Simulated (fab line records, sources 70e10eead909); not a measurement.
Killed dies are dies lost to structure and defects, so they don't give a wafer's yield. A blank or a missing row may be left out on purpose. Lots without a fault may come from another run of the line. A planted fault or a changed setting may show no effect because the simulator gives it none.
fab line records | flow nand_harc
record lots=10 wafers=30 last_day=31
route steps=1302 shown A_CHANNEL_HOLE_D2@586 END@1302
lots that met no fault: from a run of the same line without faults
start_h: hours from the record's first day to the start of the lot's first wafer shown | wait_h: hours since the lot's step before | " the same as in the row above | L1.1+2: a row that stands for several wafers | - no value, or no start given | * or withheld: withheld | < > ~ a bound
route shown NAME@n: a module of which the file shows steps, and the number in the route of the first | usual: mean/standard deviation of fault-free wafers | same: alike in all rows | chamber/n: place in a boat | sites: the reading at each site | _std_site: their standard deviation | _edge_site: outer sites' mean less inner sites' | radius_mm: how far each site lies from the wafer's centre | mask NAME#n: copy n | behind: the tool/chamber that last shaped the wafer | hold: why the lot was held/for how many hours/how that ended | device: the transistor (n, p or np) that didn't switch | end of line: the same wafers' tests at the end of the route | a step without rows: its recipe alone | killed: dies lost to structure and defects at the first sort, not the wafer's yield | map: a wafer's dies, x killed, . not, _ none there
set.NAME: the setting as run; set.NAME@STEP: as run at that earlier step | model.NAME: the simulator's own value behind a step, which no gauge read
steps of the route over a sample of lots; a table a step, a row a wafer
services: from which hour (start_h, from the record's first day; less than 0 if before it) a tool's chamber was out of use, for how many hours, and why
## steps
# step NHARC_A_CHANNEL_HOLE_D2_ETCH_38
# recipe target_depth_a=390 over_etch_frac=0.3 time_s=65 ion_energy_ev=80 cf4_flow_sccm=150 ar_flow_sccm=0 rf_w=300 bias_w=100 chemistry=CF4
# usual drypump_motor_current_A=5.7/0.47 oes_product_au=0.998/0.0078 rf_vpp_V=151.4/1.1 showerhead_plenum_p_Torr=1.77/0.064 throttle_valve_pct=13.284/0.0087
# columns lot.wafer tool chamber start_h wait_h drypump_motor_current_A oes_product_au rf_hours_counter_h rf_vpp_V showerhead_plenum_p_Torr throttle_valve_pct
L821.1 rie_diel-01 2 288.06 0.1 5.2 1.001 4 150.5 1.70 13.289
L821.3 " 3 " " 6.5 0.992 2 151.6 1.75 13.281
L821.5 " 1 " " 5.7 1.015 - 151.3 1.82 13.282
L823.4 rie_diel-01 3 323.61 0.1 6.4 0.999 4 150.0 1.75 13.272
L823.1 " 0 " " 5.4 0.986 6 150.8 1.71 13.290
L823.5 " 0 " " 5.5 0.995 - 150.5 1.71 13.286
L826.1 rie_diel-13 0 339.07 0.1 6.1 1.009 10 151.6 1.78 13.277
L826.2 " 2 " " 5.1 1.006 11 153.5 1.84 13.285
L826.6 " 1 " " 5.5 0.994 - 152.7 1.89 13.297
L828.4 rie_diel-07 0 348.41 0.1 6.3 0.998 3 150.1 1.68 13.284
L828.3 " 2 " " 4.9 0.995 2 151.2 1.77 13.298
L828.5 " 1 " " 6.1 1.003 - 150.9 1.73 13.287
L831.3 rie_diel-01 0 393.90 0.1 5.5 1.003 0 149.2 1.71 13.278
L831.4 " 3 " " 6.5 0.987 0 152.8 1.75 13.269
L831.6 " 1 " " 5.8 0.997 - 151.9 1.82 13.269
L832.4 rie_diel-01 1 405.31 0.1 5.8 0.994 1 152.8 1.82 13.299
L832.2 " 2 " " 5.2 1.003 1 150.5 1.69 13.277
L832.6 " 0 " " 5.5 0.991 - 150.2 1.71 13.295
L837.4 rie_diel-01 2 456.40 0.1 5.2 0.995 4 150.4 1.69 13.272
L837.2 " 3 " " 6.5 1.009 4 151.8 1.75 13.285
L837.6 " 0 " " 5.5 1.015 - 150.1 1.70 13.290
L838.4 rie_diel-01 3 464.03 0.1 6.5 0.990 5 153.0 1.75 13.283
L838.2 " 1 " " 5.8 0.998 4 152.6 1.82 13.277
L838.1 " 2 " " 5.2 1.004 5 151.4 1.69 13.285
L839.4 rie_diel-01 3 472.36 0.1 6.5 0.992 6 150.9 1.75 13.288
L839.3 " 2 " " 5.2 1.008 6 149.2 1.69 13.278
L839.5 " 3 " " 6.5 1.002 - 151.9 1.75 13.283
L840.2 rie_diel-07 2 485.29 0.1 5.0 0.991 0 151.7 1.77 13.285
L840.3 " 0 " " 6.4 0.989 0 149.5 1.68 13.278
L840.5 " 2 " " 5.0 0.990 - 149.9 1.77 13.305
# step NHARC_A_CHANNEL_HOLE_D2_ETCH_39
# recipe target_depth_a=2600 over_etch_frac=0.3 time_s=325 ion_energy_ev=200 n2_flow_sccm=150 h2_flow_sccm=150 ar_flow_sccm=0 rf_w=400 bias_w=150 chemistry=N2/H2
# usual drypump_motor_current_A=5.7/0.48 oes_product_au=0.999/0.0074 rf_vpp_V=430.7/2.5 showerhead_plenum_p_Torr=2.04/0.081 throttle_valve_pct=14.171/0.0091
# columns lot.wafer tool chamber start_h wait_h drypump_motor_current_A oes_product_au rf_hours_counter_h rf_vpp_V showerhead_plenum_p_Torr throttle_valve_pct
L821.1 rie_diel-01 3 - - 6.5 0.989 3 429.7 2.02 14.170
L821.3 " 1 " " 5.8 1.008 5 431.8 2.11 14.175
L821.5 " 3 " " 6.5 0.988 - 430.0 2.02 14.172
L823.4 rie_diel-01 3 - - 6.5 0.988 4 431.5 2.02 14.173
L823.1 " 1 " " 5.7 1.004 7 432.2 2.11 14.172
L823.5 " 3 " " 6.5 0.996 - 429.8 2.02 14.174
L826.1 rie_diel-13 2 - - 5.1 1.010 11 431.9 2.13 14.161
L826.2 " 3 " " 5.8 1.001 11 433.2 2.12 14.162
L826.6 " 2 " " 5.1 1.006 - 432.9 2.13 14.174
L828.4 rie_diel-07 3 - - 5.8 1.006 2 433.1 2.14 14.174
L828.3 " 0 " " 6.4 0.986 3 426.4 1.93 14.162
L828.5 " 3 " " 5.8 0.998 - 433.2 2.14 14.156
L831.3 rie_diel-01 2 - - 5.2 1.001 0 428.3 1.94 14.177
L831.4 " 3 " " 6.5 1.003 0 428.8 2.02 14.166
L831.6 " 2 " " 5.2 1.008 - 428.7 1.94 14.162
L832.2 rie_diel-01 0 - - 5.4 1.006 2 429.1 1.96 14.163
L832.4 " 3 " " 6.5 0.995 2 430.9 2.01 14.169
L832.6 " 0 " " 5.5 0.997 - 428.8 1.96 14.183
L837.4 rie_diel-01 0 - - 5.5 1.003 4 426.6 1.96 14.184
L837.2 " 3 " " 6.4 0.997 4 431.0 2.01 14.173
L837.6 " 1 " " 5.8 1.005 - 431.8 2.10 14.173
L838.2 rie_diel-01 2 - - 5.2 1.000 5 428.3 1.94 14.169
L838.1 " 3 " " 6.5 0.999 5 430.0 2.01 14.180
L838.4 " 1 " " 5.8 1.000 4 434.7 2.10 14.186
L839.4 rie_diel-01 3 - - 6.5 0.993 6 429.3 2.01 14.172
L839.3 " 1 " " 5.7 0.999 5 431.3 2.10 14.166
L839.5 " 3 " " 6.5 0.986 - 430.7 2.01 14.161
L840.3 rie_diel-07 3 - - 5.8 0.995 0 434.0 2.14 14.161
L840.2 " 0 " " 6.4 0.995 0 428.2 1.93 14.166
L840.5 " 0 " " 6.4 0.997 - 427.4 1.93 14.170
# step NHARC_A_CHANNEL_HOLE_D2_ETCH_16
# recipe target_depth_a=31000 over_etch_frac=0.3 time_s=806 ion_energy_ev=150 o2_flow_sccm=400 cos_flow_sccm=20 ar_flow_sccm=0 rf_w=500 bias_w=300 chemistry=O2/COS
# usual drypump_motor_current_A=5.7/0.48 o2_flow_sccm=400.2/1.2 oes_product_au=0.999/0.008 rf_vpp_V=314.3/1.8 showerhead_plenum_p_Torr=3.13/0.11 throttle_valve_pct=28.331/0.0081
# columns lot.wafer tool chamber start_h wait_h drypump_motor_current_A o2_flow_sccm oes_product_au rf_hours_counter_h rf_vpp_V showerhead_plenum_p_Torr throttle_valve_pct
L821.1 rie_diel-01 2 - - 5.2 398.8 0.995 5 312.1 2.99 28.325
L821.3 " 0 " " 5.5 400.1 1.015 5 313.5 3.01 28.333
L821.5 " 1 " " 5.8 400.6 1.014 - 315.3 3.21 28.322
L823.4 rie_diel-01 0 - - 5.5 399.1 0.994 6 312.7 3.01 28.333
L823.1 " 2 " " 5.2 402.5 0.998 7 313.0 2.99 28.340
L823.5 " 1 " " 5.8 400.8 1.006 - 315.6 3.21 28.325
L826.2 rie_diel-13 0 - - 6.1 402.6 1.008 11 315.8 3.15 28.343
L826.1 " 1 " " 5.5 398.5 0.983 10 318.3 3.34 28.319
L826.6 " 3 " " 5.9 399.4 0.988 - 316.3 3.24 28.326
L828.3 rie_diel-07 0 - - 6.3 401.5 1.003 3 311.5 2.97 28.334
L828.4 " 2 " " 5.0 398.0 0.982 2 314.5 3.12 28.329
L828.5 " 0 " " 6.4 400.9 0.996 - 310.7 2.97 28.320
L831.4 rie_diel-01 1 - - 5.8 400.5 0.997 0 314.4 3.21 28.323
L831.3 " 2 " " 5.2 399.8 1.007 0 312.9 2.99 28.345
L831.6 " 1 " " 5.8 400.2 0.997 - 315.8 3.21 28.335
L832.4 rie_diel-01 2 - - 5.2 400.1 0.991 2 311.7 2.99 28.321
L832.2 " 0 " " 5.5 402.3 1.004 2 312.3 3.01 28.343
L832.6 " 3 " " 6.5 400.7 0.998 - 315.0 3.09 28.334
L837.4 rie_diel-01 3 - - 6.5 401.1 0.985 4 312.9 3.09 28.326
L837.2 " 0 " " 5.5 401.5 1.003 4 312.6 3.01 28.338
L837.6 " 1 " " 5.8 399.2 1.007 - 315.5 3.21 28.334
L838.4 rie_diel-01 2 - - 5.2 398.3 0.998 5 312.0 2.98 28.340
L838.1 " 3 " " 6.5 398.7 0.994 5 315.2 3.09 28.331
L838.2 " 1 " " 5.8 400.6 1.000 4 316.2 3.21 28.347
L839.3 rie_diel-01 2 - - 5.2 398.6 0.993 6 311.6 2.99 28.336
L839.4 " 0 " " 5.4 399.4 1.002 6 311.4 3.01 28.324
L839.5 " 1 " " 5.8 400.4 0.999 - 315.1 3.21 28.324
L840.2 rie_diel-07 0 - - 6.3 399.4 0.995 0 311.8 2.96 28.331
L840.3 " 2 " " 4.9 401.3 0.998 0 313.7 3.12 28.329
L840.5 " 2 " " 5.0 400.8 0.988 - 314.8 3.12 28.320
# step NHARC_A_CHANNEL_HOLE_D2_ETCH_24
# recipe bias_v=5000 source_w=withheld pressure_mtorr=20 time_s=906.2 ar_flow_sccm=375 c4f8_flow_sccm=93.8 o2_flow_sccm=31.2 temp_c=-20 target_depth_a=15000 chemistry=C4F8/O2/Ar
# usual drypump_motor_current_A=6.04/0.24 o2_flow_sccm=31.21/0.091 showerhead_plenum_p_Torr=3.59/0.11 throttle_valve_pct=32.235/0.0097
# columns lot.wafer tool chamber start_h wait_h drypump_motor_current_A o2_flow_sccm rf_hours_counter_h showerhead_plenum_p_Torr throttle_valve_pct
L821.1 har_etch-02 1 300.98 0.6 5.70 31.24 365 3.72 32.221
L821.3 " 1 " " 5.71 31.14 - 3.72 32.241
L821.5 " 1 " " 5.70 31.29 - 3.72 32.216
L823.1 har_etch-01 1 326.96 0.6 5.96 31.44 159 3.47 32.258
L823.4 " 0 " " 6.36 30.99 - 3.69 32.218
L823.5 " 0 " " 6.36 30.88 - 3.69 32.232
L826.2 har_etch-01 1 344.33 0.6 5.94 31.25 174 3.46 32.233
L826.1 " 0 " " 6.40 31.27 174 3.68 32.232
L826.6 " 1 " " 5.91 31.31 - 3.46 32.233
L828.4 har_etch-02 1 351.90 0.6 5.75 31.16 - 3.70 32.242
L828.3 " 0 " " 6.08 31.25 - 3.63 32.243
L828.5 " 1 " " 5.71 31.09 - 3.70 32.223
L831.3 har_etch-02 1 397.40 0.6 5.74 31.23 - 3.70 32.239
L831.4 " 0 " " 6.11 31.33 - 3.62 32.255
L831.6 " 0 " " 6.06 31.36 - 3.62 32.257
L832.2 har_etch-02 0 408.63 0.6 6.07 31.07 10 3.62 32.229
L832.4 " 0 " " 6.07 31.21 - 3.62 32.244
L832.6 " 1 " " 5.71 31.00 - 3.69 32.236
L837.2 har_etch-02 0 459.61 0.6 6.07 31.20 36 3.61 32.240
L837.4 " 0 " " 6.06 31.17 - 3.61 32.228
L837.6 " 0 " " 6.05 31.11 - 3.60 32.230
L838.2 har_etch-01 0 470.49 0.6 6.36 31.17 251 3.64 32.250
L838.1 " 1 " " 5.94 31.37 251 3.42 32.232
L838.4 " 0 " " 6.36 31.20 - 3.64 32.236
L839.3 har_etch-01 1 475.86 0.6 5.90 31.32 - 3.42 32.233
L839.4 " 0 " " 6.36 31.25 - 3.64 32.224
L839.5 " 1 " " 5.92 31.24 - 3.42 32.228
L840.2 har_etch-02 0 488.83 0.6 6.06 31.24 59 3.59 32.239
L840.3 " 1 " " 5.76 31.13 - 3.67 32.237
L840.5 " 0 " " 6.06 31.19 - 3.59 32.248
# step NHARC_A_CHANNEL_HOLE_D2_INSPECT_40
# usual raw_defect_count=268/85
# columns lot.wafer tool chamber start_h wait_h raw_defect_count
L821.1 defect_inspect-02 - 304.41 - 307
L821.3 " - " " 280
L821.5 " - " " 233
L823.1 defect_inspect-02 - 330.40 - 511
L823.4 " - " " 317
L823.5 " - " " 226
L826.1 defect_inspect-02 - 347.93 - 288
L826.2 " - " " 313
L826.6 " - " " 293
L828.3 defect_inspect-02 - 355.20 - 232
L828.4 " - " " 248
L828.5 " - " " 233
L831.3 defect_inspect-02 - 401.17 - 345
L831.4 " - " " 792
L831.6 " - " " 632
L832.2 defect_inspect-02 - 412.07 - 542
L832.4 " - " " 500
L832.6 " - " " 249
L837.2 defect_inspect-01 - 463.20 - 245
L837.4 " - " " 263
L837.6 " - " " 276
L838.1 defect_inspect-02 - 474.52 - 259
L838.2 " - " " 280
L838.4 " - " " 221
L839.3 defect_inspect-02 - 479.19 - 193
L839.4 " - " " 203
L839.5 " - " " 200
L840.2 defect_inspect-02 - 492.26 - 141
L840.3 " - " " 228
L840.5 " - " " 113
# step NHARC_END_SORT_01
# recipe temp_c=25
# usual killed_at_array=54/23 killed_at_other=1.2/1.5 killed_at_periphery=3.9/2.5 killed_dies=59/23 killed_open=3.2/1.7 killed_short=2.4/1.6
# same gross_dies=677
# columns lot.wafer tool chamber start_h wait_h killed_at_array killed_at_other killed_at_periphery killed_dies killed_open killed_short
L821.1 prober-01 0 565.62 2.5 84 0 5 89 3 1
L821.3 prober-01 0 567.22 3.1 78 2 7 87 4 1
L821.5 prober-01 0 568.82 3.7 84 0 3 87 2 2
L823.1 prober-02 0 588.00 2.5 23 1 11 35 4 6
L823.4 prober-02 0 590.40 3.4 30 1 11 42 7 3
L823.5 prober-02 0 591.20 3.7 22 0 1 23 3 2
L826.1 prober-01 0 615.34 2.5 25 0 0 25 3 2
L826.2 prober-01 0 616.13 2.8 19 0 3 22 6 3
L826.6 prober-01 0 619.30 4.0 27 1 4 32 3 4
L828.3 prober-02 0 624.70 3.1 85 5 4 94 3 2
L828.4 prober-02 0 625.50 3.4 85 2 3 90 4 2
L828.5 prober-02 0 626.30 3.7 90 5 0 95 2 1
L832.2 prober-01 0 657.94 2.8 101 2 6 109 3 2
L832.4 prober-01 0 659.54 3.4 93 2 3 98 2 1
L832.6 prober-01 0 661.13 4.0 26 1 2 29 3 2
L831.3 prober-02 0 660.50 3.1 76 1 1 78 4 4
L831.4 prober-02 0 661.30 3.4 137 0 0 137 0 3
L831.6 prober-02 0 662.90 4.0 130 1 0 131 6 4
L837.2 prober-01 0 734.89 2.8 58 1 1 60 4 4
L837.4 prober-01 0 736.49 3.4 65 0 4 69 5 1
L837.6 prober-01 0 738.09 4.0 69 0 4 73 1 0
L838.1 prober-01 0 742.18 2.5 64 0 5 69 4 2
L838.2 prober-01 0 742.98 2.8 45 0 0 45 2 1
L838.4 prober-01 0 744.58 3.4 33 0 5 38 2 1
L839.3 prober-02 0 750.52 3.2 75 1 3 79 1 0
L839.4 prober-02 0 751.34 3.5 82 0 4 86 2 3
L839.5 prober-02 0 752.15 3.8 83 0 3 86 3 2
L840.2 prober-01 0 750.73 2.8 54 0 7 61 5 3
L840.3 prober-01 0 751.54 3.1 53 2 1 56 4 3
L840.5 prober-01 0 753.15 3.7 48 4 1 53 1 1
# killed by level:class
L821.1 A_CHANNEL_HOLE_D2:chamber_film_flake=39 A_CHANNEL_HOLE_D1:chamber_film_flake=25 A_WL_FILL:chamber_film_flake=5 A_STAIRCASE:chamber_film_flake=4 A_CONTACT:chamber_film_flake=4 P_GATE:chamber_film_flake=3 A_CONTACT:geometric_particle:open=2 P_ZERO_WELL:chamber_film_flake=2
L821.3 A_CHANNEL_HOLE_D1:chamber_film_flake=36 A_CHANNEL_HOLE_D2:chamber_film_flake=28 P_M0:chamber_film_flake=7 A_CONTACT:chamber_film_flake=5 STARTING-WAFER:geometric_particle:open=2 A_SGD_CUT:chamber_film_flake=2 A_ONON_D1:geometric_particle:open=1 A_WL_FILL:geometric_particle:short=1
L821.5 A_CHANNEL_HOLE_D2:chamber_film_flake=34 A_CHANNEL_HOLE_D1:chamber_film_flake=31 A_CONTACT:chamber_film_flake=5 A_STAIRCASE:chamber_film_flake=3 A_WL_FILL:chamber_film_flake=3 A_M0:geometric_particle:short=2 A_SGD_CUT:chamber_film_flake=2 A_ONON_D2:geometric_particle:open=1
L823.1 P_GATE:chamber_film_flake=7 A_CONTACT:chamber_film_flake=7 A_CHANNEL_HOLE_D2:chamber_film_flake=4 P_M0:geometric_particle:short=2 P_M2:geometric_particle:short=2 A_CHANNEL_FILL_D1:geometric_particle:short=2 A_CHANNEL_HOLE_D1:chamber_film_flake=2 A_SGD_CUT:chamber_film_flake=2
L823.4 A_CONTACT:chamber_film_flake=9 A_CHANNEL_HOLE_D2:chamber_film_flake=8 P_GATE:chamber_film_flake=6 A_M0:geometric_particle:open=3 A_STAIRCASE:chamber_film_flake=3 P_STI:geometric_particle:open=1 P_CONTACT:geometric_particle:open=1 P_CONTACT:geometric_particle:short=1
L823.5 A_CHANNEL_HOLE_D2:chamber_film_flake=5 A_CONTACT:chamber_film_flake=5 A_CHANNEL_HOLE_D1:chamber_film_flake=4 A_CHANNEL_HOLE_D2:geometric_particle:open=2 A_SGD_CUT:chamber_film_flake=2 A_WL_FILL:geometric_particle:short=1 A_M0:geometric_particle:short=1 A_M1:geometric_particle:open=1
L826.1 A_CHANNEL_HOLE_D1:chamber_film_flake=6 A_CHANNEL_HOLE_D2:chamber_film_flake=6 A_ONON_D2:geometric_particle:short=2 A_CONTACT:geometric_particle:open=2 A_CHANNEL_FILL_D1:chamber_film_flake=2 A_WL_FILL:chamber_film_flake=2 A_M1:chamber_film_flake=2 A_ONON_D1:geometric_particle:open=1
L826.2 A_CHANNEL_HOLE_D2:chamber_film_flake=5 A_ZERO_WELL:chamber_film_flake=2 A_CHANNEL_HOLE_D1:chamber_film_flake=2 P_GATE:geometric_particle:open=1 P_M2:geometric_particle:open=1 A_CHANNEL_HOLE_D1:geometric_particle:short=1 A_CHANNEL_HOLE_D1:geometric_particle:open=1 A_CHANNEL_FILL_D1:geometric_particle:short=1
L826.6 A_CHANNEL_HOLE_D2:chamber_film_flake=8 A_WL_FILL:chamber_film_flake=4 A_M1:chamber_film_flake=4 P_CONTACT:geometric_particle:open=2 P_GATE:chamber_film_flake=2 A_SLIT:chamber_film_flake=2 A_CONTACT:chamber_film_flake=2 A_CHANNEL_HOLE_D1:geometric_particle:open=1
L828.3 A_SLIT:chamber_film_flake=28 A_CHANNEL_HOLE_D2:chamber_film_flake=27 A_CHANNEL_HOLE_D1:chamber_film_flake=18 THIN_TSV:chamber_film_flake=5 A_CONTACT:chamber_film_flake=4 P_GATE:chamber_film_flake=3 A_CHANNEL_FILL_D2:geometric_particle:open=2 A_CHANNEL_FILL_D1:chamber_film_flake=2
L828.4 A_CHANNEL_HOLE_D2:chamber_film_flake=33 A_CHANNEL_HOLE_D1:chamber_film_flake=24 A_SLIT:chamber_film_flake=19 A_CONTACT:chamber_film_flake=3 P_ZERO_WELL:chamber_film_flake=2 THIN_TSV:chamber_film_flake=2 P_M1:geometric_particle:open=1 A_CHANNEL_HOLE_D1:geometric_particle:short=1
L828.5 A_CHANNEL_HOLE_D1:chamber_film_flake=29 A_CHANNEL_HOLE_D2:chamber_film_flake=29 A_SLIT:chamber_film_flake=20 THIN_TSV:chamber_film_flake=5 A_ZERO_WELL:chamber_film_flake=2 A_CHANNEL_FILL_D1:chamber_film_flake=2 A_CONTACT:chamber_film_flake=2 A_CHANNEL_FILL_D1:geometric_particle:short=1
L832.2 A_CHANNEL_HOLE_D2:unspecified=82 A_STAIRCASE:chamber_film_flake=5 A_CHANNEL_HOLE_D1:chamber_film_flake=4 P_CONTACT:chamber_film_flake=2 A_CONTACT:chamber_film_flake=2 P_CONTACT:geometric_particle:open=1 A_ONON_D1:geometric_particle:short=1 A_CHANNEL_HOLE_D1:geometric_particle:short=1
L832.4 A_CHANNEL_HOLE_D2:unspecified=76 A_CHANNEL_HOLE_D1:chamber_film_flake=8 A_STAIRCASE:chamber_film_flake=3 P_CONTACT:chamber_film_flake=2 THIN_TSV:chamber_film_flake=2 A_ONON_D1:geometric_particle:open=1 A_CHANNEL_HOLE_D2:geometric_particle:short=1 A_M0:geometric_particle:open=1
L831.3 A_CHANNEL_HOLE_D1:chamber_film_flake=32 A_SLIT:chamber_film_flake=27 A_CHANNEL_HOLE_D2:chamber_film_flake=3 A_CHANNEL_HOLE_D2:geometric_particle:short=2 A_ZERO_WELL:chamber_film_flake=2 A_DECK1_JOINT:chamber_film_flake=2 A_CONTACT:chamber_film_flake=2 P_M1:geometric_particle:open=1
L832.6 A_CHANNEL_HOLE_D1:chamber_film_flake=9 A_STAIRCASE:chamber_film_flake=3 A_CONTACT:chamber_film_flake=3 A_CHANNEL_HOLE_D2:chamber_film_flake=2 A_SLIT:chamber_film_flake=2 P_M0:geometric_particle:open=1 A_ONON_D1:geometric_particle:short=1 A_DECK1_JOINT:geometric_particle:short=1
L831.4 A_CHANNEL_HOLE_D2:unspecified=68 A_CHANNEL_HOLE_D1:chamber_film_flake=35 A_SLIT:chamber_film_flake=23 A_ZERO_WELL:chamber_film_flake=3 A_CHANNEL_HOLE_D2:chamber_film_flake=2 A_CONTACT:chamber_film_flake=2 A_DECK1_JOINT:geometric_particle:short=1 A_ONON_D2:geometric_particle:short=1
L831.6 A_CHANNEL_HOLE_D2:unspecified=68 A_SLIT:chamber_film_flake=29 A_CHANNEL_HOLE_D1:chamber_film_flake=15 A_M0:geometric_particle:open=3 A_ONON_D2:geometric_particle:short=2 A_ZERO_WELL:chamber_film_flake=2 A_CHANNEL_FILL_D2:chamber_film_flake=2 A_CHANNEL_FILL_D1:geometric_particle:short=1
L837.2 A_CHANNEL_HOLE_D1:chamber_film_flake=28 A_SLIT:chamber_film_flake=17 A_STAIRCASE:chamber_film_flake=3 A_CONTACT:chamber_film_flake=2 A_ONON_D1:geometric_particle:open=1 A_ONON_D1:geometric_particle:short=1 A_CHANNEL_HOLE_D1:geometric_particle:open=1 A_DECK1_JOINT:geometric_particle:short=1
L837.4 A_CHANNEL_HOLE_D1:chamber_film_flake=27 A_SLIT:chamber_film_flake=20 A_STAIRCASE:chamber_film_flake=7 A_CONTACT:chamber_film_flake=4 A_DECK1_JOINT:geometric_particle:open=2 P_ZERO_WELL:chamber_film_flake=2 P_GATE:chamber_film_flake=2 A_ONON_D2:geometric_particle:open=1
L837.6 A_CHANNEL_HOLE_D1:chamber_film_flake=28 A_SLIT:chamber_film_flake=23 A_CONTACT:chamber_film_flake=6 A_STAIRCASE:chamber_film_flake=5 P_GATE:chamber_film_flake=4 A_ZERO_WELL:chamber_film_flake=2 A_WL_FILL:chamber_film_flake=2 A_M0:geometric_particle:open=1
L838.1 A_SLIT:chamber_film_flake=25 A_CHANNEL_HOLE_D2:chamber_film_flake=15 A_CHANNEL_HOLE_D1:chamber_film_flake=11 A_CONTACT:chamber_film_flake=4 A_M0:geometric_particle:open=2 P_M0:chamber_film_flake=2 A_DECK1_JOINT:chamber_film_flake=2 A_STAIRCASE:chamber_film_flake=2
L838.2 A_CHANNEL_HOLE_D2:chamber_film_flake=13 A_SLIT:chamber_film_flake=13 A_CHANNEL_HOLE_D1:chamber_film_flake=10 A_CONTACT:chamber_film_flake=3 A_CHANNEL_HOLE_D1:geometric_particle:short=1 A_CHANNEL_FILL_D1:geometric_particle:open=1 A_BLC:geometric_particle:open=1 A_DECK1_JOINT:chamber_film_flake=1
L838.4 A_SLIT:chamber_film_flake=17 A_CHANNEL_HOLE_D2:chamber_film_flake=9 A_DECK1_JOINT:chamber_film_flake=4 P_M0:chamber_film_flake=3 P_GATE:geometric_particle:open=1 P_M0:geometric_particle:open=1 A_WL_FILL:geometric_particle:short=1 A_STAIRCASE:chamber_film_flake=1
L839.3 A_CHANNEL_HOLE_D1:chamber_film_flake=32 A_CHANNEL_HOLE_D2:chamber_film_flake=25 A_SLIT:chamber_film_flake=7 A_CONTACT:chamber_film_flake=7 A_STAIRCASE:chamber_film_flake=3 P_BONDPAD:chamber_film_flake=2 P_M1:geometric_particle:open=1 A_BONDPAD:chamber_film_flake=1
L840.2 A_SLIT:chamber_film_flake=28 A_CHANNEL_HOLE_D1:chamber_film_flake=11 A_CONTACT:chamber_film_flake=9 P_CONTACT:geometric_particle:short=2 P_STI:chamber_film_flake=2 A_CHANNEL_HOLE_D2:chamber_film_flake=2 P_GATE:geometric_particle:short=1 P_CONTACT:geometric_particle:open=1
L839.4 A_CHANNEL_HOLE_D1:chamber_film_flake=39 A_CHANNEL_HOLE_D2:chamber_film_flake=17 A_CONTACT:chamber_film_flake=11 A_SLIT:chamber_film_flake=6 P_M0:chamber_film_flake=2 A_WL_FILL:chamber_film_flake=2 P_CONTACT:geometric_particle:open=1 A_CHANNEL_FILL_D1:geometric_particle:short=1
L840.3 A_SLIT:chamber_film_flake=28 A_CONTACT:chamber_film_flake=9 A_CHANNEL_HOLE_D1:chamber_film_flake=7 A_SGD_CUT:geometric_particle:short=2 THIN_TSV:chamber_film_flake=2 A_SOURCE_PLATE:geometric_particle:open=1 A_ONON_D1:geometric_particle:open=1 A_CHANNEL_FILL_D2:geometric_particle:open=1
L839.5 A_CHANNEL_HOLE_D1:chamber_film_flake=38 A_CHANNEL_HOLE_D2:chamber_film_flake=23 A_SLIT:chamber_film_flake=8 A_CONTACT:chamber_film_flake=4 A_STAIRCASE:chamber_film_flake=3 A_SGD_CUT:chamber_film_flake=2 P_STI:geometric_particle:open=1 P_GATE:geometric_particle:open=1
L840.5 A_SLIT:chamber_film_flake=24 A_CHANNEL_HOLE_D1:chamber_film_flake=11 A_CONTACT:chamber_film_flake=7 THIN_TSV:chamber_film_flake=4 A_DECK1_JOINT:chamber_film_flake=2 A_CHANNEL_HOLE_D2:chamber_film_flake=2 A_CHANNEL_FILL_D2:geometric_particle:short=1 A_M1:geometric_particle:open=1
## services
# columns tool chamber start_h hours kind
rie_diel-07 - 271.60 0.8 repair
rie_diel-01 0 286.30 - clean
rie_diel-01 1 286.30 - clean
rie_diel-01 2 286.30 - clean
rie_diel-01 3 286.30 - clean
rie_diel-07 - 294.20 9.0 pm
rie_diel-01 - 310.72 1.1 repair
rie_diel-01 0 335.30 - clean
rie_diel-01 1 335.30 - clean
rie_diel-01 2 335.30 - clean
rie_diel-01 3 335.30 - clean
rie_diel-13 - 342.05 9.0 pm
rie_diel-01 0 359.80 - clean
rie_diel-01 1 359.80 - clean
rie_diel-01 2 359.80 - clean
har_etch-02 - 377.00 17.0 pm
rie_diel-01 - 380.80 9.0 pm
rie_diel-01 1 409.26 5.1 repair
rie_diel-07 3 418.56 12.6 repair
rie_diel-13 - 419.34 0.2 repair
rie_diel-01 1 421.11 6.7 repair
rie_diel-07 1 464.16 18.0 repair
rie_diel-07 - 471.20 9.0 pm
rie_diel-07 1 483.16 9.5 repair
## key
first_sign step=NHARC_A_CHANNEL_HOLE_D2_INSPECT_40 reading=raw_defect_count direction=up sigmas=4.1 usual=268 struck=616
effect step=NHARC_END_SORT_01 reading=killed_at_array direction=up sigmas=2.7 usual=54 struck=115
more_kills_born_at NHARC_A_CHANNEL_HOLE_D2_ETCH_24@har_etch-02=268
met_at NHARC_A_CHANNEL_HOLE_D2_ETCH_24
struck_lots L831,L832
struck_wafers L831.4,L831.6,L832.2,L832.4
tester_left_out L831,L832
not_acting_at NHARC_A_CHANNEL_HOLE_D2_ETCH_38,NHARC_A_CHANNEL_HOLE_D2_ETCH_39,NHARC_A_CHANNEL_HOLE_D2_ETCH_16
onset_between 351.90 397.40
fault kind=chamber_particle_source tool=har_etch-02 chamber=0 onset_h=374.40 steps=NHARC_A_CHANNEL_HOLE_D2_ETCH_24 rate_per_visit_cm2=0.5725 end_h=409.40
# tester_left_out: of these lots the tester's yield and bins aren't shown, on N5 and GAA mostly nor the transistor test; their killed dies are dies lost to structure and defects alone, not to doping, threshold or leakage, so they don't give the yield
